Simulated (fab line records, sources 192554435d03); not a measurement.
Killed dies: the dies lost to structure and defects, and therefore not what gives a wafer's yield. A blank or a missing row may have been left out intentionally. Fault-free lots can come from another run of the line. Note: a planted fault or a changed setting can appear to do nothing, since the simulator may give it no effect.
3 desks, one fault || flow n5Finfet || numbers are kept per desk, each desk with only its own; the story behind them comes last

## THE DEFECT DESK
Inspection counts along the route, by lot: the mean over sampled wafers that carry a number. If a lot's mean is further than 4 standard deviations from the usual mean, the lot is out of limits and carries the mark OUT (the distance appears in the brackets).
Columns: A = rawDefectCount at N5_GATE_CUT_INSPECT_26, usual 47
{"lot": "L636", "first seen here": "day 5 05:01", "A": 29}
{"lot": "L640", "first seen here": "day 5 20:43", "A": 56}
{"lot": "L643", "first seen here": "day 6 12:22", "A": 71}
{"lot": "L645", "first seen here": "day 7 02:00", "A": 37}
{"lot": "L653", "first seen here": "day 9 02:10", "A": 39}
{"lot": "L659", "first seen here": "day 10 14:28", "A": 33}
Result from this desk: across the 6 lots, nothing is out of limits.

## AT THE TOOL OWNER'S DESK: lithoTrack-03
The tool's own readings at N5_MOL_CONTACT_COAG_COAT_103 (time 60 s, resist thk 80 nm): means of the sampled wafers that have a number, for each lot that ran on this tool. If a lot's mean is further than 4 standard deviations from the usual mean, the lot is out of limits and carries the mark OUT (the distance appears in the brackets).
Columns: A = heaterPowerTotalW at N5_MOL_CONTACT_COAG_COAT_103, usual 500.4 W; B = plateTempC at N5_MOL_CONTACT_COAG_COAT_103, usual 250.00 C; C = resistLineTempC at N5_MOL_CONTACT_COAG_COAT_103, usual 23.02 C
{"lot": "L636", "first seen here": "day 5 05:04", "A": 501.9, "B": 250.05, "C": 23.11}
{"lot": "L643", "first seen here": "day 6 12:23", "A": "473.3 (-14) OUT", "B": "238.49 (-68) OUT", "C": 23.05}
{"lot": "L645", "first seen here": "day 7 02:02", "A": "470.7 (-16) OUT", "B": "238.17 (-70) OUT", "C": 23.09}
This desk's finding: out of limits on L643, L645; first on L643, day 6 12:23 (heaterPowerTotalW at N5_MOL_CONTACT_COAG_COAT_103). L636 stayed within limits.

## THE METROLOGY DESK
Lot by lot, what the gauges showed, no matter which tool ran the lot: averages of those sampled wafers that carry a number. If a lot's mean is further than 4 standard deviations from the usual mean, the lot is out of limits and carries the mark OUT (the distance appears in the brackets). Readings shown: 7 of its 11, picked as those furthest out on some lot.
Columns: A = GC_FILL_THK at N5_GATE_CUT_THK_MEAS_24, usual 219.7 nm; B = IOFF_N at N5_BEOL_M4_RC_MEAS_101, usual 0.159 nA/um; C = IOFF_P at N5_BEOL_M4_RC_MEAS_101, usual 0.21 nA/um; D = ION_P at N5_BEOL_M4_RC_MEAS_101, usual 459 uA/um; E = SS_P at N5_BEOL_M4_RC_MEAS_101, usual 73.2 mV/dec; F = VT_N at N5_BEOL_M4_RC_MEAS_101, usual 250 mV; G = VT_P at N5_BEOL_M4_RC_MEAS_101, usual -250 mV
{"lot": "L636", "first seen here": "day 5 04:17", "A": 219.8, "B": 0.164, "C": 0.21, "D": 453, "E": 73.7, "F": 250, "G": -252}
{"lot": "L640", "first seen here": "day 5 19:59", "A": 222.4, "B": 0.149, "C": 0.21, "D": 457, "E": 73.5, "F": 249, "G": -249}
{"lot": "L643", "first seen here": "day 6 11:25", "A": 221.6, "B": 0.151, "C": 0.18, "D": 444, "E": 73.7, "F": 252, "G": -256}
{"lot": "L645", "first seen here": "day 7 01:16", "A": 218.4, "B": 0.166, "C": 0.22, "D": 467, "E": 73.4, "F": 249, "G": -248}
{"lot": "L653", "first seen here": "day 9 01:26", "A": 219.7, "B": 0.130, "C": 0.18, "D": 454, "E": 73.2, "F": 255, "G": -253}
{"lot": "L659", "first seen here": "day 10 13:44", "A": 219.9, "B": 0.173, "C": 0.27, "D": 474, "E": 73.6, "F": 248, "G": -244}
Result from this desk: across the 6 lots, nothing is out of limits.

## PUT TOGETHER
At day 6 12:23, on L643, L645, the tool owner's desk was in a position to raise an alarm.
The defect desk saw nothing out of limits.
Metrology desk: nothing out of limits seen.
The defect desk has L643, L645 on record, within its limits.
The metrology desk has L643, L645 on record, within its limits.
The lots listed all ran N5_MOL_CONTACT_COAG_COAT_103 on lithoTrack-03.

## WHAT HAD BEEN PUT IN BY THE SIMULATOR
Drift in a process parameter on lithoTrack-03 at N5_MOL_CONTACT_COAG_COAT_103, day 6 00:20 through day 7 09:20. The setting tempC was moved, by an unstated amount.
Lots struck among those shown: L643, L645.
Hours from the fault's start to each desk's first reading out of limits: the tool owner's desk, 12.
